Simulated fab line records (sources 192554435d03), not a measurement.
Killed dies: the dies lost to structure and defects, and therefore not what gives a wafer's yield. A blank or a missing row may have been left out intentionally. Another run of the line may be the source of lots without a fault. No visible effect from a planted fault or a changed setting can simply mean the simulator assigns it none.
Which tool is to blame?    flow n5 finfet    Sampling: 8 lots, 24 wafers, 8 of 1938 route steps

== WHAT EACH GAUGE READ, for each wafer ==
N5_BEOL_M2_OCD_MEAS_38. Usual: trench depth nm at 55.0 nm, with a standard deviation of 1.1.
lot   measured      on      trench depth nm (nm)  flag
L836  day 7 04:19   ocd-01  55.7 55.7 55.5        
L840  day 8 07:13   ocd-02  56.0 60.6 60.6        OFF
L845  day 9 09:17   ocd-02  60.1 56.5 60.3        OFF
L849  day 10 09:06  ocd-01  55.8 53.2 55.2        
L856  day 12 03:48  ocd-01  51.7 54.0 56.7        
L857  day 12 11:38  ocd-01  54.9 55.4 56.0        
L855  day 12 12:04  ocd-01  57.0 54.2 54.0        
L858  day 12 15:44  ocd-02  55.7 53.5 56.1        

N5_BEOL_M2_CD_MEAS_35: target cd 18 nm, target cd y 22.2 nm. Usual: cd nm at 17.98 nm, with a standard deviation of 0.28.
lot   measured      on         cd nm (nm)         flag
L836  day 7 04:28   cd sem-01  18.29 18.22 18.76  
L840  day 8 07:22   cd sem-01  18.42 18.65 18.41  
L845  day 9 09:27   cd sem-02  18.22 18.03 18.21  
L849  day 10 09:16  cd sem-02  17.64 17.99 18.35  
L856  day 12 03:57  cd sem-01  17.72 18.34 17.69  
L857  day 12 11:52  cd sem-03  18.27 17.90 17.89  
L855  day 12 12:13  cd sem-01  18.20 17.90 17.59  
L858  day 12 15:53  cd sem-01  17.84 17.42 17.90  

N5_BEOL_M2_THK_MEAS_53: measures by xrf. Usual: for M2_THK the level is 40.3 nm and the standard deviation is 1.8.
lot   measured      on             M2_THK (nm)     flag
L836  day 7 07:58   film metro-01  40.6 40.1 40.6  
L840  day 8 11:10   film metro-01  41.0 48.6 46.2  
L845  day 9 13:20   film metro-01  47.1 42.3 46.1  
L849  day 10 12:44  film metro-02  42.0 38.8 42.0  
L856  day 12 07:47  film metro-01  35.2 38.4 41.2  
L857  day 12 16:12  film metro-02  38.9 40.6 39.6  
L855  day 12 16:49  film metro-01  42.7 39.1 40.9  
L858  day 12 19:29  film metro-02  37.7 35.0 39.9  

N5_BEOL_M2_RS_MEAS_58: uses a four-point probe to measure. Usual: for M2_RS the level is 0.67 ohm/sq and the standard deviation is 0.037.
lot   measured      on             M2_RS (ohm/sq)  flag
L836  day 7 08:14   film metro-02  0.67 0.68 0.67  
L840  day 8 11:26   film metro-01  0.66 0.54 0.57  
L845  day 9 13:36   film metro-01  0.55 0.63 0.57  
L849  day 10 13:09  film metro-01  0.64 0.71 0.64  
L856  day 12 08:02  film metro-02  0.80 0.71 0.65  
L857  day 12 16:29  film metro-02  0.71 0.67 0.69  
L855  day 12 17:06  film metro-02  0.62 0.70 0.66  
L858  day 12 19:46  film metro-01  0.72 0.79 0.68  

N5_BEOL_M4_RC_MEAS_101. Usual: DIBL_N 35.9 mV/V, standard deviation 1.4; DIBL_P 35.9 mV/V, standard deviation 1.7; IOFF_N 0.160 nA/um, standard deviation 0.026; IOFF_P 0.21 nA/um, standard deviation 0.036; ION_N 672 uA/um, standard deviation 11; ION_P 461 uA/um, standard deviation 8.1; SS_N 71.4 mV/dec, standard deviation 0.54; SS_P 73.2 mV/dec, standard deviation 0.67; VT_N 249.3 mV, standard deviation 2.7; VT_P -250 mV, standard deviation 3.9.
lot   measured      on         DIBL_N (mV/V)   DIBL_P (mV/V)   IOFF_N (nA/um)     IOFF_P (nA/um)  ION_N (uA/um)  ION_P (uA/um)  SS_N (mV/dec)   SS_P (mV/dec)   VT_N (mV)          VT_P (mV)       flag
L836  day 8 04:54   prober-01  34.3 38.8 36.5  33.6 39.7 35.2  0.129 0.233 0.155  0.19 0.29 0.22  660 687 672    462 468 457    71.6 72.8 72.1  72.8 74.8 73.3  250.5 243.2 251.0  -248 -244 -247  
L840  day 9 14:31   prober-01  37.4 37.1 35.0  35.6 36.0 33.4  0.178 0.178 0.136  0.20 0.21 0.16  674 686 664    456 458 448    71.8 71.6 71.7  73.3 73.6 72.4  247.8 249.2 253.0  -255 -253 -255  
L845  day 10 14:10  prober-02  35.7 34.4 33.6  35.9 34.8 33.0  0.157 0.137 0.122  0.21 0.20 0.17  667 666 648    456 463 452    71.3 70.3 71.2  73.0 73.0 71.8  250.1 248.8 253.3  -247 -248 -251  
L849  day 11 14:25  prober-01  35.7 35.4 36.0  36.0 35.7 36.0  0.171 0.163 0.169  0.24 0.23 0.24  692 673 684    476 466 470    71.6 71.1 72.0  72.6 72.9 72.7  245.1 247.9 247.9  -247 -244 -246  
L856  day 13 03:45  prober-02  40.2 35.4 37.4  39.1 34.9 37.0  0.228 0.132 0.165  0.27 0.19 0.22  677 672 682    468 462 465    72.5 70.7 71.2  74.4 72.5 73.3  246.0 252.0 247.7  -248 -254 -249  
L857  day 13 21:41  prober-01  36.2 35.4 34.2  37.0 37.1 34.5  0.186 0.171 0.136  0.23 0.22 0.18  670 690 660    458 465 451    72.1 71.6 71.1  73.9 74.4 72.8  245.1 248.0 251.7  -248 -250 -253  
L855  day 13 21:21  prober-02  36.1 37.1 37.0  34.4 36.0 36.6  0.142 0.142 0.158  0.15 0.17 0.18  664 643 674    450 441 450    70.9 71.9 71.8  72.8 73.1 73.2  249.5 253.3 248.2  -258 -254 -255  
L858  day 14 04:16  prober-02  36.1 35.0 38.2  36.2 35.4 39.4  0.149 0.136 0.190  0.18 0.17 0.24  665 678 675    456 459 462    71.0 70.9 71.5  72.9 73.7 74.2  252.6 253.1 249.5  -253 -255 -248  

== TOOL THAT RAN EACH LOT (tool first, then ch and the chambers of the sampled wafers, then the start) ==
lot   N5_BEOL_M2_STRIP_19                N5_BEOL_M2_TRENCH_ETCH_37           N5_BEOL_M2_PRE_CLEAN_45
L836  rie diel-06 ch 1,2, day 7 02:52    rie diel-06 ch 1,2,3, day 7 04:10   pvd sputter-02, day 7 04:36
L840  rie diel-01 ch 0,2,3, day 8 02:16  rie diel-06 ch 2,3, day 8 07:03     pvd sputter-03, day 8 07:54
L845  rie diel-01 ch 1,3, day 9 03:37    rie diel-06 ch 1,3, day 9 09:08     pvd sputter-03, day 9 10:08
L849  rie diel-05 ch 1,3, day 10 02:14   rie diel-01 ch 0,1,2, day 10 08:57  pvd sputter-03, day 10 09:31
L856  rie diel-06 ch 2,3, day 11 22:46   rie diel-01 ch 0,1,2, day 12 03:38  pvd sputter-02, day 12 04:08
L857  rie diel-05 ch 0,1, day 12 04:14   rie diel-06 ch 0,3, day 12 11:28    pvd sputter-02, day 12 12:28
L855  rie diel-01 ch 0,1, day 12 09:07   rie diel-06 ch 0,1, day 12 11:55    pvd sputter-01, day 12 12:51
L858  rie diel-01 ch 0,2, day 12 13:13   rie diel-05 ch 1,2,3, day 12 15:35  pvd sputter-02, day 12 16:19
- N5_BEOL_M2_STRIP_19: strips in O2.
- N5_BEOL_M2_TRENCH_ETCH_37: etches SiOC in C4F6/O2, target depth 55.555 nm, time 29.2 s.
- N5_BEOL_M2_PRE_CLEAN_45: time 30 s.

== AS READ BY THE TOOLS THEMSELVES (means over the sampled wafers that have a number; for cases with no such wafer, the mark the record gives instead) ==
N5_BEOL_M2_STRIP_19. Usual: drypump motor current A 5.8 A, standard deviation 0.45; oes product au 0.77 a.u., standard deviation 0.097; rf vpp V 3.6 V, standard deviation 0.44; showerhead plenum p Torr 2.09 Torr, standard deviation 0.099; throttle valve pct 16.72 %, standard deviation 0.16.
lot   tool         drypump motor current A (A)  oes product au (a.u.)  rf vpp V (V)  showerhead plenum p Torr (Torr)  throttle valve pct (%)  flag
L836  rie diel-06  5.6                          0.71                   3.7           2.02                             16.81                   
L840  rie diel-01  5.7                          0.73                   3.8           2.12                             16.60                   
L845  rie diel-01  5.6                          0.71                   3.4           2.07                             16.73                   
L849  rie diel-05  6.1                          0.87                   3.5           2.19                             16.74                   
L856  rie diel-06  5.6                          0.71                   3.9           2.06                             16.84                   
L857  rie diel-05  5.7                          0.79                   3.7           2.01                             16.84                   
L855  rie diel-01  5.9                          0.70                   3.8           2.07                             16.78                   
L858  rie diel-01  6.0                          0.89                   3.7           2.12                             16.36                   

N5_BEOL_M2_TRENCH_ETCH_37. Usual: drypump motor current A 5.7 A, standard deviation 0.4; oes_f_703_au 0.76 a.u., standard deviation 0.075; oes_o_777_au 0.76 a.u., standard deviation 0.076; oes product au 0.75 a.u., standard deviation 0.078; rf fwd power W 350.2 W, standard deviation 1.7; rf vpp V 663 V, standard deviation 10; showerhead plenum p Torr 2.84 Torr, standard deviation 0.11; throttle valve pct 20.91 %, standard deviation 0.16.
lot   tool         drypump motor current A (A)  oes_f_703_au (a.u.)  oes_o_777_au (a.u.)  oes product au (a.u.)  rf fwd power W (W)  rf vpp V (V)  showerhead plenum p Torr (Torr)  throttle valve pct (%)  flag
L836  rie diel-06  5.7                          0.75                 0.75                 0.75                   349.9               671           2.84                             20.98                   
L840  rie diel-06  5.7                          0.90                 0.89                 0.79                   406.6               629           2.88                             20.88                   OFF
L845  rie diel-06  5.7                          0.89                 0.88                 0.78                   408.4               629           2.92                             21.05                   OFF
L849  rie diel-01  6.0                          0.72                 0.72                 0.71                   349.9               658           2.86                             20.85                   
L856  rie diel-01  6.0                          0.81                 0.81                 0.80                   349.8               658           2.85                             20.74                   
L857  rie diel-06  5.8                          0.74                 0.75                 0.75                   349.6               673           2.95                             20.95                   
L855  rie diel-06  5.9                          0.79                 0.80                 0.79                   348.6               661           2.90                             20.89                   
L858  rie diel-05  5.7                          0.83                 0.83                 0.83                   350.6               665           2.96                             20.89                   

N5_BEOL_M2_PRE_CLEAN_45. Usual: heater power w at 321 W, with a standard deviation of 30.
lot   tool            heater power w (W)  flag
L836  pvd sputter-02  346                 
L840  pvd sputter-03  339                 
L845  pvd sputter-03  322                 
L849  pvd sputter-03  311                 
L856  pvd sputter-02  347                 
L857  pvd sputter-02  306                 
L855  pvd sputter-01  306                 
L858  pvd sputter-02  344                 

== THE ANSWER, worked out from the rows above alone ==
Rule: a lot counts as off when the mean over its wafers that have a number is more than 3 standard deviations away from the usual mean. A lot without any number at a reading at which 4 lots or more have one is off too. Where the step has rows for the other lots, those lots are counted as sound. Order of review: gauges by route order, followed by the tools' own readings, for which a lot's mean as printed above is used. The first step at which some lot is off is used, and at that step the reading that is off furthest; a lot without a number counts as furthest.
Off: L840, L845 (N5_BEOL_M2_OCD_MEAS_38, trench depth nm).
A tool fits if, at a process step before that reading, it ran every lot that is off, and no sound lot after the first of them. The gauges at N5_BEOL_M2_OCD_MEAS_38 aren't tried: what is off there is off at N5_BEOL_M2_TRENCH_ETCH_37 too, on other tools, and a gauge's error can't cause that. No candidate that was tried fits.

== WHAT WAS PUT IN BY THE SIMULATOR ==
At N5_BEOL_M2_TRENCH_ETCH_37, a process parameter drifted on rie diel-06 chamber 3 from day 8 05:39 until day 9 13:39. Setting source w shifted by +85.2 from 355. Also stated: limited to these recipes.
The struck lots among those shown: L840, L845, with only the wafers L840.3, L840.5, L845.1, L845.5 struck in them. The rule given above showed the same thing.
